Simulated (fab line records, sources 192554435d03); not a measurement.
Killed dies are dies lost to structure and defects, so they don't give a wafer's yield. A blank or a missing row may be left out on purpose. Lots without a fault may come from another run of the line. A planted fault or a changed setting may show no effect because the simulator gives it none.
Split-lot experiment | flow n5_finfet | 7 lots, 21 wafers read, on a route of 1938 steps

THE SPLIT
At N5_BEOL_M5_HM_DEP_02 (deposits TiN, target thk 20 nm), the setting target_thk_a was moved away from the recipe's 200 angstrom on 9 of the 21 wafers read, by -12.8% to +13.3%. The other wafers ran this setting at the recipe's value.

FROM THE SPLIT TO THE READING: what the file shows between them, 9 steps
- N5_BEOL_M5_COAT_71: time 60 s, resist thk 5 nm (also split here: spin_rpm)
- N5_BEOL_M5_COAT_05: resist thk 30 nm
- N5_BEOL_M5_EBR_07
- N5_BEOL_M5_DESCUM_16: chemistry O2, time 7 s
- N5_BEOL_M5_ETCH_72: etches underlayer in N2/H2, target depth 6.5 nm, time 5.2 s
- N5_BEOL_M5_ETCH_61: etches SiARC in CF4, target depth 15.6 nm, time 26 s
- N5_BEOL_M5_ETCH_62: etches SOC in N2/H2, target depth 75 nm, overetch 15 nm, time 112.5 s
- N5_BEOL_M5_STRIP_73: strips in N2/H2
- N5_BEOL_M5_STRIP_64: strips in CF4

THE READING
etch.depth_nm (the simulator's own value, which no gauge read), in nm, at N5_BEOL_M5_HM_OPEN_17 (chemistry Cl2/BCl3, target TiN, target depth 20 nm, overetch 6 nm). The file gives no usual value for it. The 12 wafers here that ran the recipe average 20.15 nm, standard deviation 0.18 nm.

wafer  | tool, chamber at the split | target_thk_a as run, angstrom | against the recipe | etch.depth_nm, nm | against lot-mates on the recipe
L085.1 | pvd_sputter-03, -          | 200                           | recipe             | 20.02             | -
L085.2 | pvd_sputter-03, -          | 226.5                         | +13.3%             | 23.19             | +3.17
L085.6 | pvd_sputter-03, -          | 226.5                         | +13.3%             | 22.64             | +2.62
L086.1 | pvd_sputter-03, -          | 200                           | recipe             | 20.35             | -
L086.2 | pvd_sputter-03, -          | 200                           | recipe             | 20.14             | -
L086.5 | pvd_sputter-03, -          | 224                           | +12.0%             | 22.75             | +2.50
L088.1 | pvd_sputter-03, -          | 200                           | recipe             | 20.14             | -
L088.2 | pvd_sputter-03, -          | 200                           | recipe             | 19.76             | -
L088.3 | pvd_sputter-03, -          | 200                           | recipe             | 19.93             | -
L090.1 | pvd_sputter-02, -          | 200                           | recipe             | 20.02             | -
L090.2 | pvd_sputter-02, -          | 184.3                         | -7.8%              | 18.7              | -1.44
L090.3 | pvd_sputter-02, -          | 200                           | recipe             | 20.26             | -
L091.3 | pvd_sputter-02, -          | 183                           | -8.5%              | 18.82             | -1.38
L091.4 | pvd_sputter-02, -          | 200                           | recipe             | 20.2              | -
L091.6 | pvd_sputter-02, -          | 183                           | -8.5%              | 18.68             | -1.52
L094.2 | pvd_sputter-01, -          | 200                           | recipe             | 20.31             | -
L094.5 | pvd_sputter-01, -          | 174.3                         | -12.8%             | 17.79             | -2.52
L094.6 | pvd_sputter-01, -          | 174.3                         | -12.8%             | 17.77             | -2.54
L096.3 | pvd_sputter-01, -          | 191.7                         | -4.2%              | 19.62             | -0.70
L096.4 | pvd_sputter-01, -          | 200                           | recipe             | 20.36             | -
L096.5 | pvd_sputter-01, -          | 200                           | recipe             | 20.28             | -

THE FIT
A straight line over all 21 wafers: etch.depth_nm changes by +0.195 nm for each +1% of target_thk_a; r = +0.99; the points scatter about the line by 0.2 nm.
The same after taking each lot's own level away (the mean of its wafers on the recipe; 21 wafers): +0.202 nm for each +1%; r = +0.99; scatter 0.16 nm.
On that fit, the largest move of target_thk_a shifts the reading by 2.7 nm.
The lots' own levels span 19.943 to 20.320 nm, that is 2.1 times the standard deviation above.
So the lot-to-lot level changes the slope little: the two slopes agree.
Check: with one of the wafers moved furthest among these (+13.3%) left out of the fit, the line predicts +2.61 nm for it against its lot-mates. It came out at +3.17 nm against them.

OTHER SPLITS ON THESE WAFERS
These wafers also went through other splits before the reading. Each is held against what the fit with the lots' levels taken away leaves over:
other split on the same wafers | wafers away from the commonest value | r with etch.depth_nm (lot level and that fit taken away)
N5_BEOL_M2_DESCUM_33 time_s    | 7                                    | +0.03
N5_BEOL_M2_ETCH_69 bias_w      | 7                                    | -0.04
N5_BEOL_M3_COAT_61 spin_rpm    | 8                                    | -0.07
N5_BEOL_M3_COAT_73 temp_c      | 6                                    | +0.12
N5_BEOL_M4_DESCUM_16 time_s    | 5                                    | -0.13
N5_BEOL_M4_ETCH_64 bias_w      | 14                                   | +0.35
N5_BEOL_M5_COAT_71 spin_rpm    | 10                                   | -0.25

THE WHOLE CHAIN: every reading that the file lists as answering this split, in the file's order
step                  | what it does                                                      | reading                                                                          | change (the file's fit)               | r (the file's)
N5_BEOL_M5_HM_DEP_02  | deposits TiN, target thk 20 nm                                    | TiN_of_BEOL_M5_HM_DEP_02.thk_nm (the simulator's own value, which no gauge read) | +0.201 nm for each +1% of the setting | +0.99
N5_BEOL_M5_HM_OPEN_17 | chemistry Cl2/BCl3, target TiN, target depth 20 nm, overetch 6 nm | etch.depth_nm (the simulator's own value, which no gauge read)                   | +0.201 nm for each +1% of the setting | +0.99

THE FILE'S OWN FIT
etch.depth_nm changes by +0.201 nm for each +1% of target_thk_a, r = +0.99.
